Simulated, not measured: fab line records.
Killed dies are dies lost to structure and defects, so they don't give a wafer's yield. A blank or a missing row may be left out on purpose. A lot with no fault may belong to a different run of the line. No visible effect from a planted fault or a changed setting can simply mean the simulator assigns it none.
A single fault, viewed from 2 desks -- flow nand harc -- each desk has only its own numbers; what lay behind them comes last

THE TOOL OWNER'S DESK: litho track-04
The tool's own readings at NHARC_P_M1_SOFTBAKE_04 (time 55 s): means of the sampled wafers that have a number, for each lot that ran on this tool. If a lot's mean is further than 4 standard deviations from the usual mean, the lot is out of limits and carries the mark OUT (the distance appears in the brackets).
Columns: A = heater power total W at NHARC_P_M1_SOFTBAKE_04, usual 188.45 W; B = plate temp C at NHARC_P_M1_SOFTBAKE_04, usual 105.02 C
lot,first seen here,A,B
L506,day 6 10:00,188.49,105.10
L508,day 6 16:00,188.53,105.00
L515,day 8 10:00,206.48 (+99 or more) OUT,-
L516,day 9 04:00,206.58 (+99 or more) OUT,-
L517,day 9 04:00,206.38 (+99 or more) OUT,-
This desk's finding: out of limits on L515, L516, L517; first on L515, day 8 10:00 (heater power total W at NHARC_P_M1_SOFTBAKE_04). In limits: L506, L508.

THE DEFECT DESK
What the inspections along the route counted, lot by lot: means of the sampled wafers that have a number. If a lot's mean is further than 4 standard deviations from the usual mean, the lot is out of limits and carries the mark OUT (the distance appears in the brackets).
Columns: A = raw defect count at NHARC_P_M0_INSPECT_27, usual 307
lot,first seen here,A
L505,day 5 22:03,377
L506,day 6 09:11,262
L508,day 6 16:01,443
L515,day 8 09:32,237
L516,day 9 03:09,241
L517,day 9 03:50,286
L519,day 9 19:51,377
L522,day 10 10:55,514
L523,day 10 11:32,362
L524,day 10 14:46,376
L527,day 11 02:30,250
L528,day 11 19:23,354
This desk's verdict: no lot among the 12 shows anything out of limits.

PUT TOGETHER
At day 8 10:00, on L515, L516, L517, the tool owner's desk was in a position to raise an alarm.
The defect desk saw nothing out of limits.
The defect desk has L515, L516, L517 on record, within its limits.
All the named lots went through NHARC_P_M1_SOFTBAKE_04 on litho track-04.

WHAT HAD BEEN PUT IN BY THE SIMULATOR
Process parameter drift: litho track-04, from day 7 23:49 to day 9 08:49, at NHARC_P_M1_SOFTBAKE_04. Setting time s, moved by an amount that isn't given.
Shown lots that were struck: L515, L516, L517.
Each desk's first reading out of limits, in hours after the fault started: the tool owner's desk, 10.
